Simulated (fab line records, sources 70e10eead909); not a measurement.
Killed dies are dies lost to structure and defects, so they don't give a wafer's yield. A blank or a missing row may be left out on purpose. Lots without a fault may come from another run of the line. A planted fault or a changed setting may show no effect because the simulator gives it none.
Which tool did it? | flow nand_harc | 13 lots, 38 wafers sampled, at 5 steps of a route of 1159

WHAT THE GAUGES READ, wafer by wafer
NHARC_A_BLC_CD_MEAS_19.
lot  | measured     | on        | cd_nm (nm)
L287 | day 16 22:19 | cd_sem-01 | 99.9 99.5 101.0
L289 | day 17 19:36 | cd_sem-01 | 99.2 99.3 102.8
L290 | day 17 20:11 | cd_sem-02 | 95.7 97.7 98.8
L291 | day 17 21:37 | cd_sem-03 | 100.0 99.5 101.9
L292 | day 18 06:42 | cd_sem-02 | 100.2 100.7 97.3
L293 | day 18 10:32 | cd_sem-01 | 100.9 101.2 100.0
L295 | day 19 18:38 | cd_sem-01 | 100.1 101.2 99.3
L300 | day 20 02:37 | cd_sem-03 | 102.3 99.9 101.5
L299 | day 20 07:07 | cd_sem-01 | 99.8 103.5 99.6
L301 | day 20 15:01 | cd_sem-01 | 99.1 99.5 97.3
L307 | day 22 08:53 | cd_sem-02 | 97.9 101.2 99.6
L309 | day 22 22:11 | cd_sem-03 | 98.9 98.0
L308 | day 23 03:03 | cd_sem-01 | 101.8 99.5 100.2

NHARC_END_SORT_01.
lot  | measured     | on        | killed_at_array | killed_at_other | killed_at_periphery | killed_dies | killed_open | killed_short
L300 | day 21 22:49 | prober-02 | 13 16 17        | 0 0 0           | 0 0 6               | 13 16 23    | 1 3 3       | 0 2 3
L301 | day 23 01:27 | prober-02 | 38              | 0               | 1                   | 39          | 7           | 3

WHICH TOOL RAN EACH LOT (tool, then ch and the chambers of the sampled wafers, then the start)
lot  | NHARC_A_BLC_ETCH_16                | NHARC_A_BLC_STRIP_21               | NHARC_A_BLC_ALD_23
L287 | rie_diel-13 ch 0,1,3, day 16 21:26 | rie_diel-04 ch 0,2,3, day 16 22:29 | ald_metal-02 ch 1,2,3, day 16 23:10
L289 | rie_diel-04 ch 0,1,3, day 17 18:43 | rie_diel-09 ch 0,3, day 17 19:48   | ald_metal-03 ch 0,3, day 17 20:30
L290 | rie_diel-13 ch 1,2, day 17 19:18   | rie_diel-04 ch 0,1,3, day 17 20:23 | ald_metal-01 ch 1,2,3, day 17 21:04
L291 | rie_diel-09 ch 0,2, day 17 20:39   | rie_diel-13 ch 0,3, day 17 21:48   | ald_metal-01 ch 0,1,3, day 17 22:29
L292 | rie_diel-13 ch 1,2,3, day 18 05:49 | rie_diel-13 ch 0,1,3, day 18 06:53 | ald_metal-02 ch 0,1,3, day 18 07:32
L293 | rie_diel-04 ch 0,2,3, day 18 09:39 | rie_diel-04 ch 0,1,3, day 18 10:43 | ald_metal-01 ch 0,1,2, day 18 11:23
L295 | rie_diel-04 ch 0,1,3, day 19 17:44 | rie_diel-04 ch 0,2,3, day 19 18:49 | ald_metal-03 ch 0,2,3, day 19 19:37
L300 | rie_diel-04 ch 0,1,3, day 20 01:35 | rie_diel-04 ch 1,3, day 20 02:50   | ald_metal-03 ch 1,2,3, day 20 03:30
L299 | rie_diel-13 ch 0,2,3, day 20 06:14 | rie_diel-09 ch 0,1, day 20 07:18   | ald_metal-03 ch 0,3, day 20 07:58
L301 | rie_diel-13 ch 0,1,3, day 20 14:08 | rie_diel-13 ch 0,1,2, day 20 15:12 | ald_metal-01 ch 1,3, day 20 15:52
L307 | rie_diel-13 ch 0,1,3, day 22 08:00 | rie_diel-13 ch 2,3, day 22 09:04   | ald_metal-03 ch 0,1,2, day 22 09:44
L309 | rie_diel-13 ch 1,3, day 22 21:16   | rie_diel-09 ch 2,3, day 22 22:22   | ald_metal-03 ch 0,3, day 22 23:01
L308 | rie_diel-04 ch 1,3, day 23 02:01   | rie_diel-04 ch 1,2, day 23 03:16   | ald_metal-03 ch 0,2, day 23 04:08
- NHARC_A_BLC_ETCH_16: etches the open film in CF4, target depth 39 nm, time 65 s.
- NHARC_A_BLC_STRIP_21: strips in O2.
- NHARC_A_BLC_ALD_23: deposits TiN, target thk 3 nm, pulse time 1 s, ald cycles 150.

WHAT THE TOOLS THEMSELVES READ (means of the sampled wafers that have a number; where no wafer has one, the mark that the record gives instead)
NHARC_A_BLC_ETCH_16.
lot  | tool        | drypump_motor_current_A (A) | oes_product_au (a.u.) | rf_vpp_V (V) | showerhead_plenum_p_Torr (Torr) | throttle_valve_pct (%)
L287 | rie_diel-13 | 5.8                         | 1.000                 | 151.8        | 1.80                            | 13.288
L289 | rie_diel-04 | 5.4                         | 0.998                 | 151.4        | 1.73                            | 13.277
L290 | rie_diel-13 | 5.6                         | 0.999                 | 151.4        | 1.76                            | 13.286
L291 | rie_diel-09 | 5.0                         | 1.000                 | 150.5        | 1.75                            | 13.286
L292 | rie_diel-13 | 5.7                         | 0.997                 | 150.9        | 1.76                            | 13.278
L293 | rie_diel-04 | 5.8                         | 1.003                 | 150.6        | 1.75                            | 13.283
L295 | rie_diel-04 | 5.5                         | 1.000                 | 150.6        | 1.73                            | 13.276
L300 | rie_diel-04 | 5.4                         | 1.001                 | 149.9        | 1.73                            | 13.286
L299 | rie_diel-13 | 5.6                         | 1.000                 | 150.9        | 1.76                            | 13.278
L301 | rie_diel-13 | 5.8                         | 0.999                 | 151.7        | 1.80                            | 13.274
L307 | rie_diel-13 | 5.8                         | 0.996                 | 152.4        | 1.80                            | 13.285
L309 | rie_diel-13 | 5.9                         | 0.998                 | 152.2        | 1.79                            | 13.279
L308 | rie_diel-04 | 5.3                         | 1.003                 | 150.9        | 1.73                            | 13.280

NHARC_A_BLC_STRIP_21.
lot  | tool        | drypump_motor_current_A (A) | oes_product_au (a.u.) | rf_vpp_V (V) | showerhead_plenum_p_Torr (Torr) | throttle_valve_pct (%)
L287 | rie_diel-04 | 5.8                         | 1.000                 | 57.8         | 3.49                            | 17.039
L289 | rie_diel-09 | 5.4                         | 0.998                 | 59.0         | 3.69                            | 17.029
L290 | rie_diel-04 | 5.4                         | 0.996                 | 57.3         | 3.45                            | 17.034
L291 | rie_diel-13 | 5.8                         | 0.996                 | 57.5         | 3.60                            | 17.034
L292 | rie_diel-13 | 5.8                         | 0.996                 | 58.3         | 3.59                            | 17.039
L293 | rie_diel-04 | 5.4                         | 1.004                 | 57.7         | 3.45                            | 17.024
L295 | rie_diel-04 | 5.8                         | 1.001                 | 58.2         | 3.48                            | 17.039
L300 | rie_diel-04 | 5.3                         | 0.989                 | 56.5         | 3.46                            | 17.050
L299 | rie_diel-09 | 5.0                         | 0.997                 | 58.2         | 3.46                            | 17.042
L301 | rie_diel-13 | 5.5                         | 1.002                 | 57.5         | 3.51                            | 17.033
L307 | rie_diel-13 | 5.5                         | 1.007                 | 57.5         | 3.44                            | 17.043
L309 | rie_diel-09 | 5.2                         | 0.996                 | 58.1         | 3.60                            | 17.034
L308 | rie_diel-04 | 5.7                         | 1.003                 | 58.6         | 3.60                            | 17.043

NHARC_A_BLC_ALD_23.
lot  | tool         | heater_power_w (W) | precursor_pulse_height_rel
L287 | ald_metal-02 | 1098               | 1.020
L289 | ald_metal-03 | 1029               | 1.015
L290 | ald_metal-01 | 1084               | 0.997
L291 | ald_metal-01 | 1076               | 0.986
L292 | ald_metal-02 | 1054               | 1.002
L293 | ald_metal-01 | 1068               | 0.984
L295 | ald_metal-03 | 1063               | 1.004
L300 | ald_metal-03 | 1083               | 0.986
L299 | ald_metal-03 | 1046               | 0.982
L301 | ald_metal-01 | 1031               | 1.005
L307 | ald_metal-03 | 1061               | 0.998
L309 | ald_metal-03 | 1020               | 0.972
L308 | ald_metal-03 | 1091               | 1.001

THE ANSWER, worked out from the rows above alone
Rule: what is usual is taken from the lots themselves. Put in order of their means at a reading, lots are off if they are a third of the lots or fewer, leave a main group of 4 or more, and stand apart from it by a gap of 3 or more times the standard deviation of the main group's means; of several such gaps the widest counts. A main group whose means are all the same, to the digits that the tables above print for the reading, isn't used. A lot without any number at a reading at which 4 lots or more have one is off too. The other lots that the step has rows for count as sound. The gauges are gone through in route order, then the tools' own readings, and for those a lot's mean is taken as printed above. The first step at which some lot is off is used, and at that step the reading that is off furthest; a lot without a number counts as furthest.
No lot is off at any reading shown: from this, nothing can be told.

WHAT THE SIMULATOR HAD PUT IN
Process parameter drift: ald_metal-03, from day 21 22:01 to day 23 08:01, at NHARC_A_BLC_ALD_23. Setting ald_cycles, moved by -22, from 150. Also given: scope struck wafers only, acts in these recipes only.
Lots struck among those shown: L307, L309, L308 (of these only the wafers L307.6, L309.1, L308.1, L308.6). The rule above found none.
